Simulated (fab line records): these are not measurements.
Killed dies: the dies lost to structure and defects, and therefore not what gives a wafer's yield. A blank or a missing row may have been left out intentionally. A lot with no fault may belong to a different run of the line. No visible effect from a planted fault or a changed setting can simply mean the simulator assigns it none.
One fault seen from 2 desks | flow nand_harc | each desk has only its own numbers; what lay behind them comes last

FOR THE TOOL OWNER'S DESK: rie_diel-08
The tool's own readings at NHARC_A_CONTACT_ETCH_48 (etches the open film in CF4, target depth 39 nm, time 65 s): means of the sampled wafers that have a number, for each lot that ran on this tool. A lot is out of limits, marked OUT, if its mean lies more than 4 standard deviations from the usual mean; the brackets give that distance.
Columns: A = bias_w at NHARC_A_CONTACT_ETCH_48, usual 100.01 W; B = drypump_motor_current_A at NHARC_A_CONTACT_ETCH_48, usual 5.8 A; C = oes_product_au at NHARC_A_CONTACT_ETCH_48, usual 1.002 a.u.; D = rf_vpp_V at NHARC_A_CONTACT_ETCH_48, usual 151.0 V; E = showerhead_plenum_p_Torr at NHARC_A_CONTACT_ETCH_48, usual 1.75 Torr; F = throttle_valve_pct at NHARC_A_CONTACT_ETCH_48, usual 13.284 %
lot  | first seen here | A      | B   | C     | D     | E    | F
L575 | day 16 06:59    | 99.90  | 5.8 | 1.014 | 150.9 | 1.76 | 13.283
L576 | day 16 09:44    | 100.14 | 6.2 | 1.010 | 151.0 | 1.70 | 13.284
L579 | day 17 01:11    | 100.23 | 6.2 | 1.009 | 151.0 | 1.72 | 13.286
L578 | day 17 06:08    | 99.95  | 5.8 | 1.004 | 151.4 | 1.76 | 13.281
L581 | day 17 22:43    | 100.23 | 5.7 | 1.000 | 151.7 | 1.76 | 13.280
L582 | day 18 12:27    | 100.25 | 6.2 | 0.994 | 150.7 | 1.71 | 13.286
L584 | day 18 15:44    | 99.83  | 5.8 | 1.002 | 151.9 | 1.77 | 13.290
L588 | day 19 02:17    | 100.18 | 5.8 | 1.011 | 151.7 | 1.75 | 13.286
L589 | day 19 16:31    | 100.22 | 5.7 | 0.994 | 151.4 | 1.77 | 13.279
L594 | day 21 08:01    | 100.07 | 5.8 | 1.013 | 150.6 | 1.75 | 13.282
L597 | day 21 22:44    | 100.09 | 5.8 | 1.006 | 150.4 | 1.75 | 13.279
This desk's finding: nothing out of limits on any of the 11 lots.

FROM THE METROLOGY DESK
Means of the sampled wafers that have a number, per lot and without regard to the tool the lot ran on: this is what the gauges read. A lot is out of limits, marked OUT, if its mean lies more than 4 standard deviations from the usual mean; the brackets give that distance.
Columns: A = cd_nm at NHARC_THIN_TSV_CD_MEAS_37, usual 5001 nm
lot  | first seen here | A
L576 | day 19 03:49    | 4999
L575 | day 19 07:56    | 5005
L579 | day 19 12:40    | 4997
L578 | day 20 02:23    | 4999
L580 | day 20 03:24    | 5003
L581 | day 20 11:44    | 5000
L582 | day 21 02:23    | 4999
L584 | day 21 07:22    | 5001
L588 | day 21 14:48    | 4999
L589 | day 22 05:49    | 5002
L585 | day 22 06:39    | 5001
L594 | day 23 20:48    | 5000
L597 | day 24 10:24    | 5001
This desk's finding: nothing out of limits on any of the 13 lots.

ALL TOGETHER
Nothing out of limits was seen by the tool owner's desk.
From the metrology desk's view, nothing was out of limits.

WHAT THE SIMULATOR HAD INSERTED
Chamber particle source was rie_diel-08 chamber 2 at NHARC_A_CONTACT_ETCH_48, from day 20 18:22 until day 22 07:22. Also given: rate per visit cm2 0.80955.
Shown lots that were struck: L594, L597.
